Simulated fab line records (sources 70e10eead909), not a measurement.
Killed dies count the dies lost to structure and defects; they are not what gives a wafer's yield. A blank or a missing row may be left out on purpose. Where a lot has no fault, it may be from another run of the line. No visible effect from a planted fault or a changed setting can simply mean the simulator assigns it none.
Matching of chambers || flow nandHarc || aldMetal-04 running NHARC_A_BLC_ALD_23: 4 sister chambers
The step deposits TiN, target thk 3 nm, pulse time 1 s, ald cycles 150. 24 wafers are shown with their chamber, then 12 later ones without.

## WAFERS WITH THEIR CHAMBER
{"wafer": "L074.2", "chamber": 3, "heaterPowerW (W)": 1137, "precursorPulseHeightRel": 1.017}
{"wafer": "L074.5", "chamber": 0, "heaterPowerW (W)": 1050, "precursorPulseHeightRel": 0.990}
{"wafer": "L074.6", "chamber": 3, "heaterPowerW (W)": 1159, "precursorPulseHeightRel": 1.004}
{"wafer": "L075.1", "chamber": 1, "heaterPowerW (W)": 906, "precursorPulseHeightRel": 0.998}
{"wafer": "L075.2", "chamber": 2, "heaterPowerW (W)": 909, "precursorPulseHeightRel": 0.987}
{"wafer": "L075.5", "chamber": 1, "heaterPowerW (W)": 876, "precursorPulseHeightRel": 0.999}
{"wafer": "L079.2", "chamber": 3, "heaterPowerW (W)": 1145, "precursorPulseHeightRel": 0.992}
{"wafer": "L079.5", "chamber": 1, "heaterPowerW (W)": 888, "precursorPulseHeightRel": 0.956}
{"wafer": "L079.6", "chamber": 3, "heaterPowerW (W)": 1174, "precursorPulseHeightRel": 1.016}
{"wafer": "L080.1", "chamber": 3, "heaterPowerW (W)": 1145, "precursorPulseHeightRel": 1.039}
{"wafer": "L080.2", "chamber": 1, "heaterPowerW (W)": 876, "precursorPulseHeightRel": 0.978}
{"wafer": "L080.5", "chamber": 1, "heaterPowerW (W)": 889, "precursorPulseHeightRel": 1.001}
{"wafer": "L082.2", "chamber": 2, "heaterPowerW (W)": 910, "precursorPulseHeightRel": 0.953}
{"wafer": "L082.3", "chamber": 3, "heaterPowerW (W)": 1148, "precursorPulseHeightRel": 1.016}
{"wafer": "L082.5", "chamber": 3, "heaterPowerW (W)": 1168, "precursorPulseHeightRel": 1.025}
{"wafer": "L084.1", "chamber": 3, "heaterPowerW (W)": 1117, "precursorPulseHeightRel": 0.984}
{"wafer": "L084.3", "chamber": 0, "heaterPowerW (W)": 1028, "precursorPulseHeightRel": 1.044}
{"wafer": "L084.5", "chamber": 2, "heaterPowerW (W)": 912, "precursorPulseHeightRel": 0.982}
{"wafer": "L085.1", "chamber": 2, "heaterPowerW (W)": 916, "precursorPulseHeightRel": 0.951}
{"wafer": "L085.2", "chamber": 0, "heaterPowerW (W)": 1041, "precursorPulseHeightRel": 1.003}
{"wafer": "L085.6", "chamber": 0, "heaterPowerW (W)": 1051, "precursorPulseHeightRel": 1.013}
{"wafer": "L087.1", "chamber": 1, "heaterPowerW (W)": 949, "precursorPulseHeightRel": 1.006}
{"wafer": "L087.3", "chamber": 0, "heaterPowerW (W)": 977, "precursorPulseHeightRel": 0.989}
{"wafer": "L087.5", "chamber": 1, "heaterPowerW (W)": 949, "precursorPulseHeightRel": 1.006}

SIGNATURES (averages over the wafers above)
{"reading": "heaterPowerW", "chamber 0": 1029.40, "chamber 1": 904.71, "chamber 2": 911.75, "chamber 3": 1149.12, "scatter within a chamber": 24.7}
{"reading": "precursorPulseHeightRel", "chamber 0": 1.00780, "chamber 1": 0.99200, "chamber 2": 0.96825, "chamber 3": 1.01162, "scatter within a chamber": 0.0192}
Rule: for each reading, subtract the chamber's mean from the wafer's reading, divide by that reading's scatter and square the result; add these up over the readings and take the root, which gives the wafer's distance from the chamber. The wafer belongs to the nearest chamber; if the next one is less than 2 further off, it can't be placed. The scatter: take each reading less its chamber's mean, square it, sum over the shown wafers, divide by the number of wafers less the number of chambers, and take the root.

## WAFERS WITHOUT THEIR CHAMBER
{"wafer": "L090.1", "heaterPowerW (W)": 986, "precursorPulseHeightRel": 1.021}
{"wafer": "L090.3", "heaterPowerW (W)": 1105, "precursorPulseHeightRel": 0.979}
{"wafer": "L090.5", "heaterPowerW (W)": 970, "precursorPulseHeightRel": 1.001}
{"wafer": "L092.3", "heaterPowerW (W)": 1149, "precursorPulseHeightRel": 1.036}
{"wafer": "L092.4", "heaterPowerW (W)": 955, "precursorPulseHeightRel": 0.997}
{"wafer": "L092.6", "heaterPowerW (W)": 919, "precursorPulseHeightRel": 0.996}
{"wafer": "L094.1", "heaterPowerW (W)": 1042, "precursorPulseHeightRel": 0.978}
{"wafer": "L094.3", "heaterPowerW (W)": 960, "precursorPulseHeightRel": 0.980}
{"wafer": "L094.4", "heaterPowerW (W)": 1151, "precursorPulseHeightRel": 0.980}
{"wafer": "L097.2", "heaterPowerW (W)": 965, "precursorPulseHeightRel": 1.039}
{"wafer": "L097.4", "heaterPowerW (W)": 1004, "precursorPulseHeightRel": 1.024}
{"wafer": "L097.5", "heaterPowerW (W)": 989, "precursorPulseHeightRel": 0.988}

## WHICH CHAMBER EACH WENT THROUGH
{"wafer": "L090.1", "from the rows above": "can't be placed: 0 or 1", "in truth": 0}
{"wafer": "L090.3", "from the rows above": "can't be placed: 3 or 0", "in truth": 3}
{"wafer": "L090.5", "from the rows above": "can't be placed: 0 or 1 or 2", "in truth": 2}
{"wafer": "L092.3", "from the rows above": 3, "in truth": 3}
{"wafer": "L092.4", "from the rows above": "can't be placed: 1 or 2 or 0", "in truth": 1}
{"wafer": "L092.6", "from the rows above": "can't be placed: 1 or 2", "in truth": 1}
{"wafer": "L094.1", "from the rows above": 0, "in truth": 0}
{"wafer": "L094.3", "from the rows above": "can't be placed: 2 or 1 or 0", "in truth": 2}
{"wafer": "L094.4", "from the rows above": 3, "in truth": 3}
{"wafer": "L097.2", "from the rows above": "can't be placed: 0 or 1 or 2", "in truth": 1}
{"wafer": "L097.4", "from the rows above": 0, "in truth": 0}
{"wafer": "L097.5", "from the rows above": "can't be placed: 0 or 2 or 1", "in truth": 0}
Correct placement for 4 of the 12. Cannot be placed on the basis of these rows: 8; the candidates contain the true chamber in 8. Wrongly placed: 0.
